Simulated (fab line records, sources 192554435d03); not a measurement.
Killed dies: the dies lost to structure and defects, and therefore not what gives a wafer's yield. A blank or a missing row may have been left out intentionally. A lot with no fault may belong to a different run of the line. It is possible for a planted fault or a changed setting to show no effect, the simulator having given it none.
Comparing a struck lot with a sound one ; flow n5-finfet ; 40 steps out of a route of 1938
Sound: these wafers, L712.1, L712.2, L712.6. Wafers struck: L723.1, L723.5. The cause is given at the end.
Each step with rows lists, per side, the tool, then ch with its chambers, then its first start. Under that, the readings that differ: sound wafers ; struck wafers ; difference of the means ; sigmas: that difference in standard deviations of wafers without a fault.
alike: readings whose means differ by less than 2 such deviations, and words and numbers that are the same on both sides. not compared: withheld readings, readings that some wafer has no value for, bounds like >300 that may hide the same value, and numbers for which the record gives no deviation and whose values overlap.
A row with sigmas, a row that says differs or no value, or rows on one side alone: a step with any of these is where the two part. When numbers do not overlap yet have no deviation, they are printed without sigmas and do not part them. A reading that every wafer of one side lacks parts them only if that side has two wafers or more.

first, 11 steps without rows for these wafers: N5_GATE_CUT_ETCHBACK_00 (etches W in SF6/Cl2); N5_GATE_CUT_ETCH_56 (etches TiN in Cl2/Ar, target depth 21.6 nm); N5_GATE_CUT_ETCHBACK_30 (etches TiN in Cl2/Ar, target depth 3 nm); N5_GATE_CUT_VAPOR_ETCH_60 (etches HfO2 in BCl3/Cl2); N5_GATE_CUT_ETCH_58 (etches SiNx in CH3F/O2, target depth 17 nm, time 128.6 s); N5_GATE_CUT_STRIP_59 (strips in N2/H2, time 20 s); N5_GATE_CUT_PRECLEAN_31 (cleans in DIW, time 300 s); N5_GATE_CUT_SRD_32 (time 30 s); N5_GATE_CUT_SAC_CAP_01 (material SiNx, target thk 24 nm, pulse time 1 s, ald cycles 480); N5_GATE_CUT_PECVD_57 (deposits SiNx from SiH4/NH3/N2, target thk 21 nm); N5_GATE_CUT_CMP_02 (polishes, stops on SiO2, t overpolish 12.7 s, target thk 0 nm).
N5_GATE_CUT_HM_DEP_46: deposits SiO2 from TEOS/O2, target thk 130 nm, time 26.6 s.
  sound on pecvd-01 ch 1,2, day 4 11:25; struck on pecvd-01 ch 0,1, day 7 05:31
reading;sound;struck;difference;sigmas
model.SiO2_of_GATE_CUT_HM_DEP_46.thk-nm (nm);130.2 129.2 131;138.6 142.4;+10.4;
  alike: chamber-pressure-Torr, heater-power-outer-w, heater-power-w, showerhead-plenum-p-Torr, throttle-valve-pct
then, 15 steps without rows for these wafers: N5_GATE_CUT_COAT_34 (time 60 s, resist thk 60 nm); N5_GATE_CUT_COAT_35 (time 60 s, resist thk 10 nm); N5_GATE_CUT_COAT_27 (time 60 s, resist thk 10 nm); N5_GATE_CUT_COAT_07 (resist thk 30 nm); N5_GATE_CUT_EBR_09; N5_GATE_CUT_SOFTBAKE_08 (time 60 s); N5_GATE_CUT_EXPOSE_10 (exposes mask GATE CUT, target cd 20 nm); N5_GATE_CUT_PEB_11 (peb time 60 s); N5_GATE_CUT_DEVELOP_12 (develop time 30 s); N5_GATE_CUT_DESCUM_18 (chemistry O2, time 7 s); N5_GATE_CUT_ETCH_28 (etches underlayer in N2/H2, target depth 13 nm, time 10.4 s); N5_GATE_CUT_ETCH_36 (etches SiARC in CF4, target depth 13 nm, time 21.7 s); N5_GATE_CUT_ETCH_37 (etches SOC in N2/H2, target depth 60 nm, overetch 12 nm, time 90 s); N5_GATE_CUT_STRIP_38 (strips in N2/H2); N5_GATE_CUT_STRIP_39 (strips in N2/H2).
N5_GATE_CUT_HM_OPEN_40: chemistry C4F6/O2, target SiO2, target depth 139 nm, time 85.1 s.
  sound on rie-diel-01 ch 1,2, day 4 12:07; struck on rie-diel-04 ch 0,2, day 7 06:25
reading;sound;struck;difference;sigmas
etch-rf-on-time-s (s);92.3 93.9 96.1;99.7 100.6;+6.1;+2
oes-product-au (a.u.);0.85 0.80 0.80;0.67 0.62;-0.17;-2
model.etch.depth-nm (nm);130.1 129.3 130.9;138.6 142.5;+10.5;
  alike: C4F6_flow_sccm, drypump-motor-current-A, rf-vpp-V, showerhead-plenum-p-Torr, throttle-valve-pct
  not compared: rf-hours-counter-h, model.SOC_of_GATE_CUT_COAT_34.thk-nm
then, 10 steps without rows for these wafers: N5_GATE_CUT_STRIP_41 (strips in CF4); N5_GATE_CUT_STRIP_42 (strips in O2); N5_GATE_CUT_ETCH_19 (etches SiNx in CH3F/O2, target depth 53.7 nm, time 76.7 s); N5_GATE_CUT_CUT_ETCH_53 (etches W in SF6/Cl2, target depth 79.2 nm); N5_GATE_CUT_CUT_ETCH_54 (etches TiN in Cl2/BCl3, target depth 96.7 nm); N5_GATE_CUT_CUT_ETCH_55 (etches HfO2 in BCl3, target depth 3.2 nm); N5_GATE_CUT_ETCH_47 (etches SiO2 in Cl2/BCl3, target depth 10 nm); N5_GATE_CUT_VAPOR_ETCH_48 (etches TiN in BCl3/Cl2); N5_GATE_CUT_VAPOR_ETCH_49 (etches TiAlC in BCl3/Cl2); N5_GATE_CUT_VAPOR_ETCH_51 (etches HfO2 in BCl3/Cl2).
N5_GATE_CUT_THK_MEAS_24:
  struck on film-metro-01, day 7 08:53; sound on film-metro-01, day 4 14:40
reading;sound;struck;difference;sigmas
GC_FILL_THK (nm);219.9 219.0 219.8;226.1 232.8;+9.9;+4
N5_GATE_CUT_CMP_43: polishes SiO2.
  sound on cmp-02 ch 0,2,3, day 4 14:47; struck on cmp-01 ch 1,2, day 7 09:10
reading;sound;struck;difference;sigmas
model.SiO2_of_GATE_CUT_HM_DEP_46.thk-nm (nm);5 5 5;5.4 5.6;+0.5;
  alike: motor-current-A
  not compared: pad-life-wafers

WHERE THEY PART
First at N5_GATE_CUT_HM_OPEN_40; last, within this record, at N5_GATE_CUT_THK_MEAS_24. Later steps at which nothing parts them and some readings are alike: N5_GATE_CUT_CMP_43.

WHY: what had been put in by the simulator
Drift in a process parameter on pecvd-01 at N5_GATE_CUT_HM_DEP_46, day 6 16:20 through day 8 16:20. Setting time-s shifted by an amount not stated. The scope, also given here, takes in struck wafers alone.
